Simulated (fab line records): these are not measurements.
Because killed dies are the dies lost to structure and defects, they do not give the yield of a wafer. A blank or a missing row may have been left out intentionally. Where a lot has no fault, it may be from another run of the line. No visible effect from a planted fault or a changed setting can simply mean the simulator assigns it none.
What tool caused it? | flow n5-finfet | 10 lots, 29 wafers sampled, at 5 steps of a route of 1938

== WHAT THE GAUGES READ, wafer by wafer ==
N5_BEOL_M9_INSPECT_58: inspects for defects (darkfield).
lot  | measured     | on                | raw-defect-count
L951 | day 9 14:16  | defect-inspect-02 | 118 78 113
L952 | day 10 14:53 | defect-inspect-01 | 58 90 80
L954 | day 10 23:40 | defect-inspect-01 | 69 73 71
L956 | day 11 18:08 | defect-inspect-02 | 99 115 79
L960 | day 12 10:28 | defect-inspect-01 | 80 84 90
L961 | day 13 04:54 | defect-inspect-01 | 73 78 87
L963 | day 13 20:47 | defect-inspect-01 | 84 74 81
L971 | day 15 16:19 | defect-inspect-01 | 84 58
L974 | day 16 05:49 | defect-inspect-01 | 82 38 69
L973 | day 16 23:24 | defect-inspect-01 | 43 96 76

== TOOL THAT RAN EACH LOT (tool first, then ch and the chambers of the sampled wafers, then the start) ==
lot  | N5_BEOL_M9_VIA_ETCH_34             | N5_BEOL_M9_STRIP_80                           | N5_BEOL_M9_ECD_50              | N5_BEOL_M9_CMP_52
L951 | rie-diel-06 ch 0,1,3, day 9 11:11  | rie-diel-06 ch 0,1,3, day 9 13:22 or earlier  | ecd-cu-01 ch 0,1, day 9 13:22  | cmp-01 ch 1,2,3, day 9 13:46
L952 | rie-diel-03 ch 0,3, day 10 11:32   | rie-diel-03 ch 0,3, day 10 13:37 or earlier   | ecd-cu-02 ch 0,1, day 10 13:37 | cmp-03 ch 0,1,2, day 10 14:28
L954 | rie-diel-06 ch 0,1,3, day 10 17:59 | rie-diel-06 ch 0,1,3, day 10 22:48 or earlier | ecd-cu-01 ch 0,1, day 10 22:48 | cmp-04 ch 2,3, day 10 23:11
L956 | rie-diel-05 ch 0,2,3, day 11 14:26 | rie-diel-05 ch 0,2,3, day 11 17:13 or earlier | ecd-cu-02 ch 0,1, day 11 17:13 | cmp-04 ch 0,1,2, day 11 17:47
L960 | rie-diel-06 ch 0,2,3, day 12 07:19 | rie-diel-06 ch 0,2,3, day 12 09:28 or earlier | ecd-cu-01 ch 0,1, day 12 09:28 | cmp-01 ch 0,2, day 12 10:04
L961 | rie-diel-03 ch 0,1,3, day 13 00:38 | rie-diel-03 ch 0,1,3, day 13 03:44 or earlier | ecd-cu-01 ch 0,1, day 13 03:44 | cmp-01 ch 0,2,3, day 13 04:29
L963 | rie-diel-05 ch 0,2,3, day 13 18:01 | rie-diel-05 ch 0,2,3, day 13 19:47 or earlier | ecd-cu-02 ch 0,1, day 13 19:47 | cmp-03 ch 2,3, day 13 20:16
L971 | rie-diel-06 ch 1,2, day 15 13:41   | rie-diel-06 ch 1,2, day 15 15:28 or earlier   | ecd-cu-02 ch 0,1, day 15 15:28 | cmp-04 ch 2,3, day 15 15:54
L974 | rie-diel-03 ch 0,1, day 16 02:47   | rie-diel-03 ch 0,1, day 16 04:52 or earlier   | ecd-cu-02 ch 0,1, day 16 04:52 | cmp-04 ch 1,2, day 16 05:21
L973 | rie-diel-06 ch 0,1,3, day 16 19:52 | rie-diel-06 ch 0,1,3, day 16 21:50 or earlier | ecd-cu-02 ch 0,1, day 16 21:50 | cmp-04 ch 0,3, day 16 22:59
- N5_BEOL_M9_VIA_ETCH_34: etches SiCOH lowk in C4F6/O2, target depth 182.4 nm, time 68.4 s.
- N5_BEOL_M9_STRIP_80: strips in N2/H2, time 10 s.
- N5_BEOL_M9_ECD_50: material Cu, target thk 318 nm.
- N5_BEOL_M9_CMP_52: polishes, stops on SiCOH lowk, t overpolish 7 s, target thk 140 nm.

== THE ANSWER, worked out from the rows above alone ==
Rule: the usual values come from the lots themselves. The widest of any qualifying gaps counts: lots, ordered by their means at a reading, are off when they make up no more than a third of the lots, leave a main group of 4 or more, and stand apart from it by 3 or more times the standard deviation of that group's means. The tables above print the reading to a certain number of digits; a main group whose means all agree to those digits is not used. Also off: a lot with no number at a reading for which 4 or more lots have one. The other lots that the step has rows for count as sound.
Across all readings shown, no lot is off: no conclusion can be drawn from this.

== WHAT THE SIMULATOR PUT IN ==
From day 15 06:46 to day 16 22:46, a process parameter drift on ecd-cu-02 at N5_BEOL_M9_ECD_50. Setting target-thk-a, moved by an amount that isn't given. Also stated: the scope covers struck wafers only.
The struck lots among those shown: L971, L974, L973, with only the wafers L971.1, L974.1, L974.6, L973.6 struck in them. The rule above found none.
